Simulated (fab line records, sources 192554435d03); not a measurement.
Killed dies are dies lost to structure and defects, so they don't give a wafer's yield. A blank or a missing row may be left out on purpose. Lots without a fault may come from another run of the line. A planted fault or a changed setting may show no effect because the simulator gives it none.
Split-lot experiment | flow n5_finfet | 7 lots, 21 wafers read, on a route of 1938 steps

THE SPLIT
At N5_BEOL_M7_DESCUM_33 (chemistry O2, time 7 s), the setting time_s was moved away from the recipe's 7 s on 4 of the 21 wafers read, by -18.7% to +19.3%. The other wafers ran this setting at the recipe's value.

FROM THE SPLIT TO THE READING: what the file shows between them, 1 step
- N5_BEOL_M7_ETCH_72: etches underlayer in N2/H2, target depth 6.5 nm, time 5.2 s

THE READING
CAR-EUV_of_BEOL_M7_COAT_22.thk_nm (the simulator's own value, which no gauge read), in nm, at N5_BEOL_M7_ETCH_65 (etches SiARC in CF4, target depth 15.6 nm, time 26 s). The file gives no usual value for it. The 17 wafers here that ran the recipe average 11.1 nm, standard deviation 0.12 nm.

wafer  | tool, chamber at the split | time_s as run, s | against the recipe | CAR-EUV_of_BEOL_M7_COAT_22.thk_nm, nm | against lot-mates on the recipe
L074.4 | rie_diel-01, 1             | 7                | recipe             | 11.2                                  | -
L074.6 | rie_diel-01, 2             | 7                | recipe             | 11.2                                  | -
L074.5 | rie_diel-01, 3             | 8.351            | +19.3%             | 10.4                                  | -0.8
L075.2 | rie_diel-01, 2             | 7                | recipe             | 11.2                                  | -
L075.6 | rie_diel-01, 0             | 7                | recipe             | 11.2                                  | -
L075.4 | rie_diel-01, 3             | 7                | recipe             | 10.8                                  | -
L078.2 | rie_diel-01, 0             | 7                | recipe             | 11.2                                  | -
L078.3 | rie_diel-01, 3             | 7                | recipe             | 11.2                                  | -
L078.5 | rie_diel-01, 3             | 7.773            | +11.0%             | 10.6                                  | -0.6
L080.4 | rie_diel-03, 3,2           | 5.688            | -18.7%             | 11.8                                  | +0.6
L080.6 | rie_diel-03, 3,2           | 5.688            | -18.7%             | 11.8                                  | +0.6
L080.5 | rie_diel-03, 1             | 7                | recipe             | 11.2                                  | -
L083.2 | rie_diel-03, 3             | 7                | recipe             | 11                                    | -
L083.3 | rie_diel-03, 2             | 7                | recipe             | 11                                    | -
L083.4 | rie_diel-03, 1             | 7                | recipe             | 11.2                                  | -
L085.2 | rie_diel-03, 2             | 7                | recipe             | 11                                    | -
L085.3 | rie_diel-03, 3,0           | 7                | recipe             | 11                                    | -
L085.4 | rie_diel-03, 3,0           | 7                | recipe             | 11.2                                  | -
L086.3 | rie_diel-03, 3             | 7                | recipe             | 11                                    | -
L086.6 | rie_diel-03, 2             | 7                | recipe             | 11                                    | -
L086.5 | rie_diel-03, 1             | 7                | recipe             | 11.2                                  | -
Where a row lists several chambers, the file gives one row for several wafers and doesn't say which wafer went through which chamber.

THE FIT
A straight line over all 21 wafers: CAR-EUV_of_BEOL_M7_COAT_22.thk_nm changes by -0.0378 nm for each +1% of time_s; r = -0.93; the points scatter about the line by 0.12 nm.
The same after taking each lot's own level away (the mean of its wafers on the recipe; 21 wafers): -0.0374 nm for each +1%; r = -0.94; scatter 0.11 nm.
On that fit, the largest move of time_s shifts the reading by 0.72 nm.
The lots' own levels span 11.07 to 11.20 nm, that is 1.1 times the standard deviation above.
So the lot-to-lot level changes the slope little: the two slopes agree.
Check: with one of the wafers moved furthest among these (+19.3%) left out of the fit, the line predicts -0.71 nm for it against its lot-mates. It came out at -0.8 nm against them.

OTHER SPLITS ON THESE WAFERS
These wafers also went through other splits before the reading. Each is held against what the fit with the lots' levels taken away leaves over:
other split on the same wafers | wafers away from the commonest value | r with CAR-EUV_of_BEOL_M7_COAT_22.thk_nm (lot level and that fit taken away)
N5_BEOL_M6_ETCH_61 bias_w      | 12                                   | +0.08
N5_BEOL_M6_COAT_64 spin_rpm    | 6                                    | -0.16
N5_BEOL_M7_EXPOSE_25 dose_mj   | 9                                    | -0.23

THE WHOLE CHAIN: every reading that the file lists as answering this split, in the file's order
step                 | what it does                                                | reading                                                                            | change (the file's fit)                | r (the file's)
N5_BEOL_M7_DESCUM_33 | chemistry O2, time 7 s                                      | CAR-EUV_of_BEOL_M7_COAT_22.thk_nm (the simulator's own value, which no gauge read) | -0.0368 nm for each +1% of the setting | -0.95
N5_BEOL_M7_ETCH_72   | etches underlayer in N2/H2, target depth 6.5 nm, time 5.2 s | CAR-EUV_of_BEOL_M7_COAT_22.thk_nm (the simulator's own value, which no gauge read) | -0.0426 nm for each +1% of the setting | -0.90
N5_BEOL_M7_ETCH_65   | etches SiARC in CF4, target depth 15.6 nm, time 26 s        | CAR-EUV_of_BEOL_M7_COAT_22.thk_nm (the simulator's own value, which no gauge read) | -0.0394 nm for each +1% of the setting | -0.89

THE FILE'S OWN FIT
CAR-EUV_of_BEOL_M7_COAT_22.thk_nm changes by -0.0394 nm for each +1% of time_s, r = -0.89.
